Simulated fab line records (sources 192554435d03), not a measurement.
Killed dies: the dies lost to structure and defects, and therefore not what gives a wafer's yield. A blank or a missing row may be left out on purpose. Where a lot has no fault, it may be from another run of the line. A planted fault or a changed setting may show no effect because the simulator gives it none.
Which tool was responsible? + flow n5-finfet + 24 lots, 72 wafers sampled, at 6 steps of a route of 1938

== WHAT THE GAUGES READ, wafer by wafer ==
N5_BEOL_M1_RS_MEAS_58: the measuring method here is four-point-probe. Usual: M1_RS 0.67 ohm/sq, standard deviation 0.033.
| lot  | measured     | on            | M1_RS (ohm/sq) | flag |
|------|--------------|---------------|----------------|------|
| L074 | day 6 11:35  | film-metro-02 | 0.63 0.62 0.64 |      |
| L075 | day 6 14:50  | film-metro-02 | 0.70 0.69 0.66 |      |
| L076 | day 6 19:38  | film-metro-02 | 0.73 0.67 0.68 |      |
| L077 | day 7 05:29  | film-metro-02 | 0.70 0.67 0.68 |      |
| L078 | day 7 11:56  | film-metro-01 | 0.66 0.67 0.62 |      |
| L080 | day 7 20:32  | film-metro-02 | 0.69 0.68 0.70 |      |
| L079 | day 8 01:06  | film-metro-01 | 0.69 0.74 0.72 |      |
| L081 | day 8 04:19  | film-metro-01 | 0.73 0.67 0.69 |      |
| L082 | day 8 15:44  | film-metro-01 | 0.69 0.69 0.70 |      |
| L083 | day 8 17:33  | film-metro-01 | 0.67 0.69 0.67 |      |
| L084 | day 8 22:49  | film-metro-02 | 0.75 0.71 0.68 |      |
| L085 | day 9 10:37  | film-metro-01 | 0.71 0.68 0.64 |      |
| L086 | day 9 13:25  | film-metro-02 | 0.72 0.67 0.69 |      |
| L087 | day 9 16:49  | film-metro-02 | 0.70 0.68 0.71 |      |
| L089 | day 10 01:20 | film-metro-02 | 0.72 0.73 0.70 |      |
| L088 | day 10 13:26 | film-metro-01 | 0.72 0.66 0.64 |      |
| L090 | day 10 16:18 | film-metro-02 | 0.64 0.65 0.61 |      |
| L091 | day 10 19:53 | film-metro-02 | 0.65 0.61 0.61 |      |
| L092 | day 10 22:35 | film-metro-02 | 0.68 0.63 0.61 |      |
| L093 | day 11 01:11 | film-metro-01 | 0.66 0.69 0.67 |      |
| L094 | day 11 04:47 | film-metro-02 | 0.68 0.65 0.66 |      |
| L095 | day 11 12:30 | film-metro-02 | 0.66 0.71 0.64 |      |
| L096 | day 12 09:56 | film-metro-02 | 0.66 0.67 0.60 |      |
| L097 | day 12 07:05 | film-metro-02 | 0.70 0.72 0.69 |      |

== EACH LOT AND THE TOOL THAT RAN IT (in order: tool; ch and the chambers of the sampled wafers; start) ==
| lot  | N5_BEOL_M1_ETCH_77                 | N5_BEOL_M1_ETCH_69                 | N5_BEOL_M1_PRE_CLEAN_45      | N5_BEOL_M1_ALD_84                   | N5_BEOL_M1_SPUTTER_96        |
|------|------------------------------------|------------------------------------|------------------------------|-------------------------------------|------------------------------|
| L074 | rie-diel-06 ch 1,3, day 6 04:14    | rie-diel-06 ch 1,3, day 6 04:15    | pvd-sputter-02, day 6 08:04  | ald-metal-02 ch 1,2,3, day 6 08:07  | pvd-sputter-03, day 6 10:32  |
| L075 | rie-diel-02 ch 0,1, day 6 08:19    | rie-diel-02 ch 0,1, day 6 08:20    | pvd-sputter-01, day 6 11:13  | ald-metal-02 ch 0,1,3, day 6 11:17  | pvd-sputter-01, day 6 13:47  |
| L076 | rie-diel-02 ch 1,2, day 6 13:19    | rie-diel-02 ch 1,2, day 6 13:20    | pvd-sputter-01, day 6 16:14  | ald-metal-03 ch 0,2,3, day 6 16:17  | pvd-sputter-02, day 6 18:31  |
| L077 | rie-diel-02 ch 1,2,3, day 6 21:04  | rie-diel-02 ch 1,2,3, day 6 21:05  | pvd-sputter-02, day 7 01:27  | ald-metal-02 ch 2,3, day 7 01:31    | pvd-sputter-02, day 7 04:09  |
| L078 | rie-diel-06 ch 0,1,2, day 7 02:08  | rie-diel-06 ch 0,1,2, day 7 02:10  | pvd-sputter-03, day 7 08:28  | ald-metal-02 ch 1,2,3, day 7 08:32  | pvd-sputter-01, day 7 10:53  |
| L080 | rie-diel-06 ch 1,2,3, day 7 10:53  | rie-diel-06 ch 1,2,3, day 7 10:55  | pvd-sputter-03, day 7 16:44  | ald-metal-02 ch 0,2,3, day 7 16:48  | pvd-sputter-01, day 7 19:25  |
| L079 | rie-diel-02 ch 0,1, day 7 17:41    | rie-diel-02 ch 0,1, day 7 17:42    | pvd-sputter-02, day 7 20:13  | ald-metal-04 ch 1,2, day 7 20:17    | pvd-sputter-03, day 8 00:02  |
| L081 | rie-diel-01 ch 1,2, day 7 21:23    | rie-diel-01 ch 1,2, day 7 21:25    | pvd-sputter-03, day 8 00:49  | ald-metal-04 ch 1,2, day 8 00:56    | pvd-sputter-03, day 8 03:14  |
| L082 | rie-diel-01 ch 0,3, day 8 07:50    | rie-diel-01 ch 0,3, day 8 07:51    | pvd-sputter-01, day 8 12:04  | ald-metal-03 ch 0,1, day 8 12:21    | pvd-sputter-01, day 8 14:41  |
| L083 | rie-diel-01 ch 0,1,2, day 8 12:21  | rie-diel-01 ch 0,1,2, day 8 12:22  | pvd-sputter-02, day 8 14:09  | ald-metal-04 ch 0,1,2, day 8 14:13  | pvd-sputter-03, day 8 16:30  |
| L084 | rie-diel-02 ch 0,3, day 8 18:26    | rie-diel-02 ch 0,3, day 8 18:27    | pvd-sputter-02, day 8 19:28  | ald-metal-02 ch 1,2, day 8 19:32    | pvd-sputter-02, day 8 21:46  |
| L085 | rie-diel-06 ch 0,1,2, day 9 00:06  | rie-diel-06 ch 0,1,2, day 9 00:07  | pvd-sputter-03, day 9 06:32  | ald-metal-03 ch 0,1,2, day 9 06:35  | pvd-sputter-02, day 9 09:31  |
| L086 | rie-diel-01 ch 2,3, day 9 06:37    | rie-diel-01 ch 2,3, day 9 06:38    | pvd-sputter-01, day 9 09:59  | ald-metal-03 ch 0,2,3, day 9 10:03  | pvd-sputter-02, day 9 12:21  |
| L087 | rie-diel-06 ch 0,1,2, day 9 11:04  | rie-diel-06 ch 0,1,2, day 9 11:05  | pvd-sputter-02, day 9 13:21  | ald-metal-04 ch 0,1,2, day 9 13:25  | pvd-sputter-01, day 9 15:44  |
| L089 | rie-diel-02 ch 1,2,3, day 9 20:10  | rie-diel-02 ch 1,2,3, day 9 20:11  | pvd-sputter-01, day 9 21:54  | ald-metal-02 ch 0,1,3, day 9 21:58  | pvd-sputter-01, day 10 00:17 |
| L088 | rie-diel-02 ch 0,2,3, day 9 22:32  | rie-diel-02 ch 0,2,3, day 9 22:32  | pvd-sputter-01, day 10 09:46 | ald-metal-03 ch 0,1,3, day 10 09:50 | pvd-sputter-01, day 10 12:23 |
| L090 | rie-diel-02 ch 0,1,3, day 10 02:34 | rie-diel-02 ch 0,1,3, day 10 02:34 | pvd-sputter-03, day 10 12:55 | ald-metal-02 ch 0,1,3, day 10 12:58 | pvd-sputter-02, day 10 15:15 |
| L091 | rie-diel-06 ch 0,2, day 10 14:24   | rie-diel-06 ch 0,2, day 10 14:25   | pvd-sputter-01, day 10 16:13 | ald-metal-04 ch 1,3, day 10 16:17   | pvd-sputter-03, day 10 18:50 |
| L092 | rie-diel-02 ch 0,2,3, day 10 17:47 | rie-diel-02 ch 0,2,3, day 10 17:48 | pvd-sputter-01, day 10 19:01 | ald-metal-03 ch 0,1, day 10 19:05   | pvd-sputter-01, day 10 21:24 |
| L093 | rie-diel-01 ch 1,2,3, day 10 19:14 | rie-diel-01 ch 1,2,3, day 10 19:16 | pvd-sputter-03, day 10 21:47 | ald-metal-04 ch 0,2, day 10 21:51   | pvd-sputter-01, day 11 00:08 |
| L094 | rie-diel-06 ch 1,2,3, day 10 23:07 | rie-diel-06 ch 1,2,3, day 10 23:08 | pvd-sputter-01, day 11 01:22 | ald-metal-03 ch 1,2,3, day 11 01:26 | pvd-sputter-03, day 11 03:42 |
| L095 | rie-diel-02 ch 1,2,3, day 11 05:41 | rie-diel-02 ch 1,2,3, day 11 05:43 | pvd-sputter-01, day 11 07:39 | ald-metal-04 ch 1,2,3, day 11 07:50 | pvd-sputter-02, day 11 11:16 |
| L096 | rie-diel-02 ch 0,3, day 11 18:16   | rie-diel-02 ch 0,3, day 11 18:17   | pvd-sputter-02, day 12 03:50 | ald-metal-04 ch 1,2,3, day 12 04:02 | pvd-sputter-02, day 12 07:58 |
| L097 | rie-diel-06 ch 0,1,2, day 11 20:13 | rie-diel-06 ch 0,1,2, day 11 20:14 | pvd-sputter-02, day 12 03:33 | ald-metal-02 ch 0,2,3, day 12 03:37 | pvd-sputter-02, day 12 05:58 |
- N5_BEOL_M1_ETCH_77: etches underlayer in N2/H2, target depth 6.5 nm, time 5.2 s.
- N5_BEOL_M1_ETCH_69: etches SiARC in CF4, target depth 15.6 nm, time 26 s.
- N5_BEOL_M1_PRE_CLEAN_45: time 30 s.
- N5_BEOL_M1_ALD_84: deposits TaN, pulse time 2 s, purge time 3 s, co reactant purge time 2 s.
- N5_BEOL_M1_SPUTTER_96: material Cu, target thk 4.5 nm, time 8.29 s.

== WHAT THE TOOLS THEMSELVES READ (means of the sampled wafers that have a number; where no wafer has one, the mark that the record gives instead) ==
N5_BEOL_M1_ETCH_77. Usual: drypump-motor-current-A is 5.5 A with standard deviation 0.48, etch-rf-on-time-s is 5.19 s with standard deviation 0.075, n2-flow-sccm is 200.0 sccm with standard deviation 0.59, oes-product-au is 0.65 a.u. with standard deviation 0.046, rf-vpp-V is 522.7 V with standard deviation 3, showerhead-plenum-p-Torr is 2.50 Torr with standard deviation 0.097, and throttle-valve-pct is 17.82 % with standard deviation 0.19.
| lot  | tool        | drypump-motor-current-A (A) | etch-rf-on-time-s (s) | n2-flow-sccm (sccm) | oes-product-au (a.u.) | rf-vpp-V (V) | showerhead-plenum-p-Torr (Torr) | throttle-valve-pct (%) | flag |
|------|-------------|-----------------------------|-----------------------|---------------------|-----------------------|--------------|---------------------------------|------------------------|------|
| L074 | rie-diel-06 | 5.1                         | 5.24                  | 200.1               | 0.64                  | 521.4        | 2.44                            | 17.81                  |      |
| L075 | rie-diel-02 | 5.6                         | 5.11                  | 200.0               | 0.74                  | 526.3        | 2.62                            | 17.59                  |      |
| L076 | rie-diel-02 | 5.5                         | 5.24                  | 200.2               | 0.65                  | 520.8        | 2.44                            | 17.75                  |      |
| L077 | rie-diel-02 | 5.8                         | 5.23                  | 199.7               | 0.66                  | 523.1        | 2.48                            | 17.73                  |      |
| L078 | rie-diel-06 | 5.1                         | 5.20                  | 200.4               | 0.65                  | 522.7        | 2.48                            | 17.96                  |      |
| L080 | rie-diel-06 | 5.1                         | 5.22                  | 200.1               | 0.63                  | 520.8        | 2.43                            | 17.84                  |      |
| L079 | rie-diel-02 | 5.9                         | 5.15                  | 200.2               | 0.69                  | 523.1        | 2.53                            | 17.66                  |      |
| L081 | rie-diel-01 | 5.8                         | 5.18                  | 198.8               | 0.62                  | 525.3        | 2.57                            | 17.80                  |      |
| L082 | rie-diel-01 | 5.6                         | 5.11                  | 200.4               | 0.63                  | 522.0        | 2.46                            | 17.93                  |      |
| L083 | rie-diel-01 | 5.5                         | 5.14                  | 200.0               | 0.64                  | 522.3        | 2.50                            | 17.78                  |      |
| L084 | rie-diel-02 | 5.5                         | 5.11                  | 200.1               | 0.73                  | 527.0        | 2.65                            | 17.66                  |      |
| L085 | rie-diel-06 | 5.2                         | 5.21                  | 200.4               | 0.64                  | 520.9        | 2.47                            | 17.96                  |      |
| L086 | rie-diel-01 | 5.9                         | 5.17                  | 199.7               | 0.60                  | 522.0        | 2.52                            | 17.95                  |      |
| L087 | rie-diel-06 | 5.2                         | 5.32                  | 200.1               | 0.63                  | 520.8        | 2.47                            | 17.99                  |      |
| L089 | rie-diel-02 | 5.8                         | 5.22                  | 200.7               | 0.65                  | 522.7        | 2.47                            | 17.77                  |      |
| L088 | rie-diel-02 | 5.4                         | 5.12                  | 199.6               | 0.67                  | 523.1        | 2.55                            | 17.72                  |      |
| L090 | rie-diel-02 | 5.8                         | 5.15                  | 199.7               | 0.68                  | 524.1        | 2.56                            | 17.70                  |      |
| L091 | rie-diel-06 | 5.2                         | 5.30                  | 199.5               | 0.61                  | 524.1        | 2.47                            | 17.99                  |      |
| L092 | rie-diel-02 | 5.4                         | 5.14                  | 199.9               | 0.66                  | 523.7        | 2.55                            | 17.74                  |      |
| L093 | rie-diel-01 | 5.6                         | 5.16                  | 199.9               | 0.60                  | 524.4        | 2.55                            | 17.96                  |      |
| L094 | rie-diel-06 | 5.2                         | 5.21                  | 200.3               | 0.61                  | 519.8        | 2.42                            | 17.88                  |      |
| L095 | rie-diel-02 | 5.8                         | 5.17                  | 200.2               | 0.64                  | 521.9        | 2.47                            | 17.80                  |      |
| L096 | rie-diel-02 | 5.7                         | 5.16                  | 200.0               | 0.67                  | 525.3        | 2.58                            | 17.72                  |      |
| L097 | rie-diel-06 | 5.1                         | 5.23                  | 200.1               | 0.62                  | 521.5        | 2.46                            | 18.00                  |      |

N5_BEOL_M1_ETCH_69. Usual: drypump-motor-current-A 5.5 A, standard deviation 0.48; etch-rf-on-time-s 26.0 s, standard deviation 0.36; oes-product-au 0.65 a.u., standard deviation 0.046; rf-vpp-V 183.6 V, standard deviation 1.2; showerhead-plenum-p-Torr 2.11 Torr, standard deviation 0.077; throttle-valve-pct 15.57 %, standard deviation 0.19.
| lot  | tool        | drypump-motor-current-A (A) | etch-rf-on-time-s (s) | oes-product-au (a.u.) | rf-vpp-V (V) | showerhead-plenum-p-Torr (Torr) | throttle-valve-pct (%) | flag |
|------|-------------|-----------------------------|-----------------------|-----------------------|--------------|---------------------------------|------------------------|------|
| L074 | rie-diel-06 | 5.1                         | 26.0                  | 0.65                  | 182.8        | 2.06                            | 15.59                  |      |
| L075 | rie-diel-02 | 5.6                         | 26.1                  | 0.74                  | 184.7        | 2.20                            | 15.27                  |      |
| L076 | rie-diel-02 | 5.5                         | 26.1                  | 0.66                  | 183.4        | 2.06                            | 15.49                  |      |
| L077 | rie-diel-02 | 5.7                         | 25.8                  | 0.67                  | 183.0        | 2.09                            | 15.50                  |      |
| L078 | rie-diel-06 | 5.2                         | 26.1                  | 0.65                  | 184.8        | 2.09                            | 15.72                  |      |
| L080 | rie-diel-06 | 5.2                         | 26.2                  | 0.62                  | 182.5        | 2.06                            | 15.61                  |      |
| L079 | rie-diel-02 | 6.0                         | 26.0                  | 0.69                  | 183.6        | 2.12                            | 15.34                  |      |
| L081 | rie-diel-01 | 5.8                         | 25.9                  | 0.62                  | 184.2        | 2.16                            | 15.60                  |      |
| L082 | rie-diel-01 | 5.6                         | 25.6                  | 0.63                  | 182.7        | 2.08                            | 15.63                  |      |
| L083 | rie-diel-01 | 5.5                         | 25.8                  | 0.64                  | 183.5        | 2.11                            | 15.58                  |      |
| L084 | rie-diel-02 | 5.5                         | 25.9                  | 0.72                  | 185.3        | 2.22                            | 15.37                  |      |
| L085 | rie-diel-06 | 5.2                         | 26.2                  | 0.64                  | 183.3        | 2.09                            | 15.75                  |      |
| L086 | rie-diel-01 | 5.9                         | 26.2                  | 0.60                  | 183.9        | 2.12                            | 15.66                  |      |
| L087 | rie-diel-06 | 5.2                         | 26.5                  | 0.63                  | 183.3        | 2.09                            | 15.74                  |      |
| L089 | rie-diel-02 | 5.8                         | 26.2                  | 0.64                  | 183.9        | 2.08                            | 15.54                  |      |
| L088 | rie-diel-02 | 5.4                         | 25.9                  | 0.67                  | 183.6        | 2.16                            | 15.49                  |      |
| L090 | rie-diel-02 | 5.8                         | 25.5                  | 0.69                  | 183.8        | 2.15                            | 15.43                  |      |
| L091 | rie-diel-06 | 5.2                         | 25.9                  | 0.62                  | 183.5        | 2.09                            | 15.76                  |      |
| L092 | rie-diel-02 | 5.4                         | 25.9                  | 0.67                  | 183.9        | 2.15                            | 15.50                  |      |
| L093 | rie-diel-01 | 5.6                         | 25.9                  | 0.60                  | 184.9        | 2.15                            | 15.72                  |      |
| L094 | rie-diel-06 | 5.2                         | 25.8                  | 0.62                  | 182.4        | 2.05                            | 15.67                  |      |
| L095 | rie-diel-02 | 5.8                         | 26.0                  | 0.64                  | 184.4        | 2.08                            | 15.55                  |      |
| L096 | rie-diel-02 | 5.7                         | 25.7                  | 0.66                  | 185.1        | 2.18                            | 15.53                  |      |
| L097 | rie-diel-06 | 5.1                         | 25.9                  | 0.62                  | 183.1        | 2.08                            | 15.79                  |      |

N5_BEOL_M1_PRE_CLEAN_45. Usual: heater-power-w at 334 W, with a standard deviation of 31.
| lot  | tool           | heater-power-w (W) | flag |
|------|----------------|--------------------|------|
| L074 | pvd-sputter-02 | 311                |      |
| L075 | pvd-sputter-01 | 320                |      |
| L076 | pvd-sputter-01 | 326                |      |
| L077 | pvd-sputter-02 | 323                |      |
| L078 | pvd-sputter-03 | 372                |      |
| L080 | pvd-sputter-03 | 340                |      |
| L079 | pvd-sputter-02 | 327                |      |
| L081 | pvd-sputter-03 | 377                |      |
| L082 | pvd-sputter-01 | 332                |      |
| L083 | pvd-sputter-02 | 325                |      |
| L084 | pvd-sputter-02 | 343                |      |
| L085 | pvd-sputter-03 | 344                |      |
| L086 | pvd-sputter-01 | 339                |      |
| L087 | pvd-sputter-02 | 321                |      |
| L089 | pvd-sputter-01 | 322                |      |
| L088 | pvd-sputter-01 | 318                |      |
| L090 | pvd-sputter-03 | 361                |      |
| L091 | pvd-sputter-01 | 333                |      |
| L092 | pvd-sputter-01 | 331                |      |
| L093 | pvd-sputter-03 | 361                |      |
| L094 | pvd-sputter-01 | 318                |      |
| L095 | pvd-sputter-01 | 323                |      |
| L096 | pvd-sputter-02 | 331                |      |
| L097 | pvd-sputter-02 | 308                |      |

N5_BEOL_M1_ALD_84. Usual: heater-power-w 415 W, standard deviation 30; precursor-vessel-pressure-torr 26.24 Torr, standard deviation 0.052.
| lot  | tool         | heater-power-w (W) | precursor-vessel-pressure-torr (Torr) | flag |
|------|--------------|--------------------|---------------------------------------|------|
| L074 | ald-metal-02 | 418                | 26.27                                 |      |
| L075 | ald-metal-02 | 423                | 26.24                                 |      |
| L076 | ald-metal-03 | 396                | 26.24                                 |      |
| L077 | ald-metal-02 | 427                | 26.21                                 |      |
| L078 | ald-metal-02 | 421                | 26.24                                 |      |
| L080 | ald-metal-02 | 416                | 26.23                                 |      |
| L079 | ald-metal-04 | 408                | 26.27                                 |      |
| L081 | ald-metal-04 | 424                | 26.28                                 |      |
| L082 | ald-metal-03 | 431                | 26.26                                 |      |
| L083 | ald-metal-04 | 422                | 26.24                                 |      |
| L084 | ald-metal-02 | 405                | 26.17                                 |      |
| L085 | ald-metal-03 | 432                | 26.30                                 |      |
| L086 | ald-metal-03 | 395                | 26.22                                 |      |
| L087 | ald-metal-04 | 424                | 26.25                                 |      |
| L089 | ald-metal-02 | 429                | 26.24                                 |      |
| L088 | ald-metal-03 | 431                | 26.28                                 |      |
| L090 | ald-metal-02 | 420                | 26.22                                 |      |
| L091 | ald-metal-04 | 402                | 26.24                                 |      |
| L092 | ald-metal-03 | 426                | 26.33                                 |      |
| L093 | ald-metal-04 | 420                | 26.22                                 |      |
| L094 | ald-metal-03 | 431                | 26.20                                 |      |
| L095 | ald-metal-04 | 400                | 26.29                                 |      |
| L096 | ald-metal-04 | 401                | 26.28                                 |      |
| L097 | ald-metal-02 | 410                | 26.28                                 |      |

N5_BEOL_M1_SPUTTER_96. Usual: chamber-pressure-pa 0.07 Pa, standard deviation 0.00015; substrate-temp-c -20.00 C, standard deviation 0.095; throttle-valve-pct 29.5 %, standard deviation 1.2.
| lot  | tool           | chamber-pressure-pa (Pa) | substrate-temp-c (C) | throttle-valve-pct (%) | flag |
|------|----------------|--------------------------|----------------------|------------------------|------|
| L074 | pvd-sputter-03 | 0.07                     | -20.07               | 29.2                   |      |
| L075 | pvd-sputter-01 | 0.07                     | -19.87               | 29.3                   |      |
| L076 | pvd-sputter-02 | 0.07                     | -20.01               | 30.3                   |      |
| L077 | pvd-sputter-02 | 0.07                     | -19.97               | 28.5                   |      |
| L078 | pvd-sputter-01 | 0.07                     | -20.08               | 29.8                   |      |
| L080 | pvd-sputter-01 | 0.07                     | -20.00               | 28.8                   |      |
| L079 | pvd-sputter-03 | 0.07                     | -20.06               | 30.5                   |      |
| L081 | pvd-sputter-03 | 0.07                     | -19.96               | 30.2                   |      |
| L082 | pvd-sputter-01 | 0.07                     | -20.03               | 29.4                   |      |
| L083 | pvd-sputter-03 | 0.07                     | -19.99               | 29.7                   |      |
| L084 | pvd-sputter-02 | 0.07                     | -20.03               | 29.7                   |      |
| L085 | pvd-sputter-02 | 0.07                     | -19.92               | 29.4                   |      |
| L086 | pvd-sputter-02 | 0.07                     | -19.86               | 29.3                   |      |
| L087 | pvd-sputter-01 | 0.07                     | -20.00               | 28.8                   |      |
| L089 | pvd-sputter-01 | 0.07                     | -20.00               | 28.9                   |      |
| L088 | pvd-sputter-01 | 0.07                     | -20.09               | 28.8                   |      |
| L090 | pvd-sputter-02 | 0.07                     | -20.01               | 30.1                   |      |
| L091 | pvd-sputter-03 | 0.07                     | -19.93               | 30.9                   |      |
| L092 | pvd-sputter-01 | 0.07                     | -20.09               | 29.1                   |      |
| L093 | pvd-sputter-01 | 0.07                     | -20.11               | 28.8                   |      |
| L094 | pvd-sputter-03 | 0.07                     | -20.01               | 30.0                   |      |
| L095 | pvd-sputter-02 | 0.07                     | -19.94               | 28.9                   |      |
| L096 | pvd-sputter-02 | 0.07                     | -20.06               | 29.1                   |      |
| L097 | pvd-sputter-02 | 0.07                     | -19.92               | 29.4                   |      |

== THE ANSWER, worked out from the rows above alone ==
Rule: lot off if the mean of its wafers having a number is beyond 3 standard deviations from the usual mean. Also off: a lot with no number at a reading for which 4 or more lots have one. Any other lot the step has rows for is counted as sound. First the gauges in route order, then the tools' own readings, where a lot's mean is used as printed above. The first step at which some lot is off is used, and at that step the reading that is off furthest; a lot without a number counts as furthest.
No lot is off at any reading shown: from this, nothing can be told.

== WHAT THE SIMULATOR PUT IN ==
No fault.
